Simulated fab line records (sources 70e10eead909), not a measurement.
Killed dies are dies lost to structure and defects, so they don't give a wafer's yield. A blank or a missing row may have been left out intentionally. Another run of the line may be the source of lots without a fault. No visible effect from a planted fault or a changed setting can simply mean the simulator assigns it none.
A struck lot beside a sound one ; flow nandHarc ; 14 out of 1302 route steps
Sound: wafers L101.2, L101.3, L101.6. Wafers L119.1, L119.5, L119.6 were the ones struck. The cause comes at the end.
Order at every step that has rows: each side's tool, ch and its chambers, its first start. Under that, the readings that differ: sound wafers ; struck wafers ; difference of the means ; sigmas: that difference in standard deviations of wafers without a fault.
alike: readings with means less than 2 such deviations apart, plus words and numbers identical on both sides. not compared: withheld readings, readings lacking a value on some wafer, bounds such as >300 that could conceal the same value, and numbers that have no deviation in the record and whose values overlap.
A row with sigmas, a row that says differs or no value, or rows on one side alone: a step with any of these is where the two part. Numbers that don't overlap but have no deviation are shown without sigmas and don't part them. A reading that every wafer of one side lacks parts them only if that side has two wafers or more.

NHARC_A_ONON_D2_THK_MEAS_02: measures by ellipsometry.
  struck on filmMetro-02, day 20 22:20; sound on filmMetro-02, day 13 17:58
  alike: thkNm
next comes 1 step that has no rows for these wafers: NHARC_A_ONON_D2_DEP_03 (target thickness 1000 nm).
NHARC_A_ONON_D2_THK_MEAS_05: measures by ellipsometry.
  struck on filmMetro-01, day 20 22:54; sound on filmMetro-01, day 13 18:31
  alike: thkNm
next comes 1 step that has no rows for these wafers: NHARC_A_ONON_D2_DEP_06 (target thickness 1000 nm).
NHARC_A_ONON_D2_THK_MEAS_08: measures by ellipsometry.
  struck on filmMetro-01, day 20 23:28; sound on filmMetro-01, day 13 19:05
  alike: thkNm
next comes 1 step that has no rows for these wafers: NHARC_A_ONON_D2_DEP_09 (target thickness 1000 nm).
NHARC_A_ONON_D2_THK_MEAS_11: measures by ellipsometry.
  struck on filmMetro-01, day 21 00:02; sound on filmMetro-01, day 13 19:40
  alike: thkNm
next comes 1 step that has no rows for these wafers: NHARC_A_ONON_D2_DEP_12 (target thickness 1000 nm).
NHARC_A_ONON_D2_THK_MEAS_14: measures by ellipsometry.
  struck on filmMetro-02, day 21 00:35; sound on filmMetro-01, day 13 20:15
  alike: thkNm
then, 2 steps without rows for these wafers: NHARC_A_ONON_D2_ANNEAL_15 (time 3600 s); NHARC_A_ONON_D2_DEP_16 (target thk 1000 nm).
NHARC_A_ONON_D2_THK_MEAS_18: measures by ellipsometry.
  struck on filmMetro-01, day 21 07:58; sound on filmMetro-01, day 14 04:26
  alike: thkNm
NHARC_A_ONON_D2_DEP_19: target thk 1000 nm.
  struck on pecvdOnon-02, day 21 08:02; sound on pecvdOnon-02 ch 0, day 14 04:34
  no value came back on the struck wafers for n2FlowSccm (sccm), n2oFlowSccm (sccm); on the sound wafers n2FlowSccm (sccm) reads 2746 2761 2739
-- jump in the record: it breaks off in module A_ONON_D2 and resumes in module END (first step shown: number 1302 of the route), and 12 days separate the struck wafers' starts before and after --
NHARC_END_SORT_01:
  here the record holds rows for the struck wafers (prober-01 ch 0, day 33 02:23) but none for the sound ones

== WHERE THEY PART ==
First at NHARC_A_ONON_D2_DEP_19; last, within this record, at NHARC_END_SORT_01.

WHY: what had been put in by the simulator
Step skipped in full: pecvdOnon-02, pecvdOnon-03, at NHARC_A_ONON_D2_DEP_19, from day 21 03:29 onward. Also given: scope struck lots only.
